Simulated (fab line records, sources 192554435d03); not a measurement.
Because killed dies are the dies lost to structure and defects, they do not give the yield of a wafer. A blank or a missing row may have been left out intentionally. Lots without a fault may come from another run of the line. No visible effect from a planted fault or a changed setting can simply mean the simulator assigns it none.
Chamber matching | flow n5-finfet | N5_BEOL_M0_SAQP_SPACER2_ALD_26 on ald-sin-04: 4 sister chambers
The step deposits SiO2, target thk 15 nm, pulse time 1 s, purge time 2 s. 18 wafers are shown with their chamber, then 9 later ones without.

WAFERS, EACH WITH ITS CHAMBER
wafer  | chamber | heater-power-outer-w (W) | heater-power-w (W) | precursor-pulse-height-rel
L074.1 | 3       | 256                      | 476                | 1.018
L074.3 | 2       | 198                      | 363                | 0.984
L074.6 | 0       | 220                      | 394                | 1.000
L077.2 | 0       | 225                      | 403                | 1.002
L077.3 | 1       | 248                      | 451                | 1.034
L077.5 | 1       | 249                      | 466                | 0.976
L087.1 | 1       | 245                      | 466                | 0.964
L087.5 | 1       | 246                      | 459                | 1.049
L087.6 | 2       | 195                      | 372                | 0.946
L088.2 | 2       | 195                      | 360                | 0.984
L088.3 | 0       | 221                      | 406                | 0.998
L088.5 | 2       | 205                      | 366                | 1.016
L092.1 | 1       | 247                      | 465                | 0.997
L092.2 | 2       | 196                      | 371                | 1.055
L092.4 | 0       | 224                      | 393                | 1.009
L093.2 | 0       | 221                      | 407                | 1.018
L093.5 | 1       | 254                      | 453                | 1.015
L093.6 | 0       | 221                      | 411                | 0.981

SIGNATURES, as means of the wafers listed above
reading                    | chamber 0 | chamber 1 | chamber 2 | chamber 3 | scatter within a chamber
heater-power-outer-w       | 222.00    | 248.17    | 197.80    | 256.00    | 3.18
heater-power-w             | 402.33    | 460.00    | 366.40    | 476.00    | 6.55
precursor-pulse-height-rel | 1.00133   | 1.00583   | 0.99700   | 1.01800   | 0.0303
Rule: for each reading, subtract the chamber's mean from the wafer's reading, divide by that reading's scatter and square the result; add these up over the readings and take the root, which gives the wafer's distance from the chamber. The wafer belongs to the nearest chamber; if the next one is less than 2 further off, it can't be placed. The scatter: take each reading less its chamber's mean, square it, sum over the shown wafers, divide by the number of wafers less the number of chambers, and take the root.

WAFERS MISSING THEIR CHAMBER
wafer  | heater-power-outer-w (W) | heater-power-w (W) | precursor-pulse-height-rel
L095.1 | 201                      | 364                | 1.011
L095.2 | 247                      | 474                | 1.018
L095.6 | 253                      | 455                | 1.016
L096.1 | 198                      | 364                | 0.992
L096.2 | 251                      | 466                | 0.997
L096.5 | 198                      | 370                | 0.998
L097.1 | 232                      | 415                | 1.013
L097.2 | 254                      | 461                | 0.997
L097.5 | 197                      | 379                | 1.014

WHICH CHAMBER EACH ONE RAN IN
wafer  | from the rows above     | in truth
L095.1 | 2                       | 2
L095.2 | can't be placed: 1 or 3 | 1
L095.6 | can't be placed: 1 or 3 | 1
L096.1 | 2                       | 2
L096.2 | can't be placed: 1 or 3 | 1
L096.5 | 2                       | 2
L097.1 | 0                       | 0
L097.2 | can't be placed: 1 or 3 | 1
L097.5 | 2                       | 2
5 of 9 placed correctly. These rows do not allow placing 4 (true chamber among the candidates in 4). 0 placed wrongly.
